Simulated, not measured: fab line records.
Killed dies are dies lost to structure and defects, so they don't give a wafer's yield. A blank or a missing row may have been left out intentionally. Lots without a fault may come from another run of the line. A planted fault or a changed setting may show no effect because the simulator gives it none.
Matching of chambers || flow n5-finfet || uv-cure-01 running N5_BEOL_M6_CURE_74: 3 sister chambers
The step cures SiCOH lowk, time 240 s. 6 wafers are shown with their chamber, then 12 later ones without.

WAFERS, EACH WITH ITS CHAMBER
{"wafer": "L086.4", "chamber": 0, "wafer_temp_C_max": 386.4, "lamp-power-pct (%)": 52.34}
{"wafer": "L086.5", "chamber": 0, "wafer_temp_C_max": 386.8, "lamp-power-pct (%)": 52.32}
{"wafer": "L093.3", "chamber": 2, "wafer_temp_C_max": 386.7, "lamp-power-pct (%)": 52.34}
{"wafer": "L093.4", "chamber": 2, "wafer_temp_C_max": 387.5, "lamp-power-pct (%)": 52.40}
{"wafer": "L094.5", "chamber": 1, "wafer_temp_C_max": 386.2, "lamp-power-pct (%)": 52.32}
{"wafer": "L094.6", "chamber": 1, "wafer_temp_C_max": 386.8, "lamp-power-pct (%)": 52.35}

WAFERS MISSING THEIR CHAMBER
{"wafer": "L094.2", "wafer_temp_C_max": 386.3, "lamp-power-pct (%)": 52.37}
{"wafer": "L094.3", "wafer_temp_C_max": 386.4, "lamp-power-pct (%)": 52.25}
{"wafer": "L094.4", "wafer_temp_C_max": 386.5, "lamp-power-pct (%)": 52.35}
{"wafer": "L097.2", "wafer_temp_C_max": 386.6, "lamp-power-pct (%)": 52.32}
{"wafer": "L097.4", "wafer_temp_C_max": 386.0, "lamp-power-pct (%)": 52.23}
{"wafer": "L097.5", "wafer_temp_C_max": 386.7, "lamp-power-pct (%)": 52.44}
{"wafer": "L096.1", "wafer_temp_C_max": 386.5, "lamp-power-pct (%)": 52.28}
{"wafer": "L096.2", "wafer_temp_C_max": 386.5, "lamp-power-pct (%)": 52.34}
{"wafer": "L096.4", "wafer_temp_C_max": 386.7, "lamp-power-pct (%)": 52.31}
{"wafer": "L095.2", "wafer_temp_C_max": 386.9, "lamp-power-pct (%)": 52.33}
{"wafer": "L095.3", "wafer_temp_C_max": 387.2, "lamp-power-pct (%)": 52.30}
{"wafer": "L095.4", "wafer_temp_C_max": 386.4, "lamp-power-pct (%)": 52.35}

THE CHAMBER EACH PASSED THROUGH
{"wafer": "L094.2", "from the rows above": "can't be placed: 1 or 0 or 2", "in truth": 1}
{"wafer": "L094.3", "from the rows above": "can't be placed: 0 or 1 or 2", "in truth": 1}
{"wafer": "L094.4", "from the rows above": "can't be placed: 1 or 0 or 2", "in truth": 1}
{"wafer": "L097.2", "from the rows above": "can't be placed: 0 or 1 or 2", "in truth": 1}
{"wafer": "L097.4", "from the rows above": "can't be placed: 0 or 1 or 2", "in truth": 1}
{"wafer": "L097.5", "from the rows above": "can't be placed: 2 or 1 or 0", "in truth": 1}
{"wafer": "L096.1", "from the rows above": "can't be placed: 0 or 1 or 2", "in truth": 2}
{"wafer": "L096.2", "from the rows above": "can't be placed: 1 or 0 or 2", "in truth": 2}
{"wafer": "L096.4", "from the rows above": "can't be placed: 0 or 1 or 2", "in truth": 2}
{"wafer": "L095.2", "from the rows above": "can't be placed: 0 or 1 or 2", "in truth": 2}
{"wafer": "L095.3", "from the rows above": "can't be placed: 0 or 1 or 2", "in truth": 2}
{"wafer": "L095.4", "from the rows above": "can't be placed: 1 or 0 or 2", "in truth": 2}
Placed correctly: 0 of 12. Unplaceable from these rows: 12, with the true chamber sitting among the candidates in 12. Wrongly placed: 0.
How it was worked out, from the rows above alone: a wafer's distance from a chamber is the root of the sum, over the readings, of the square of ((its reading less the chamber's mean) divided by the reading's scatter). If the next closest chamber is less than 2 further off than the closest, the wafer can't be placed; otherwise it belongs to the closest. For every chamber, the mean is computed from those of its wafers that are shown. The scatter is the square root of a quotient: the sum, over the shown wafers, of each reading's squared deviation from its chamber's mean, divided by wafers minus chambers.
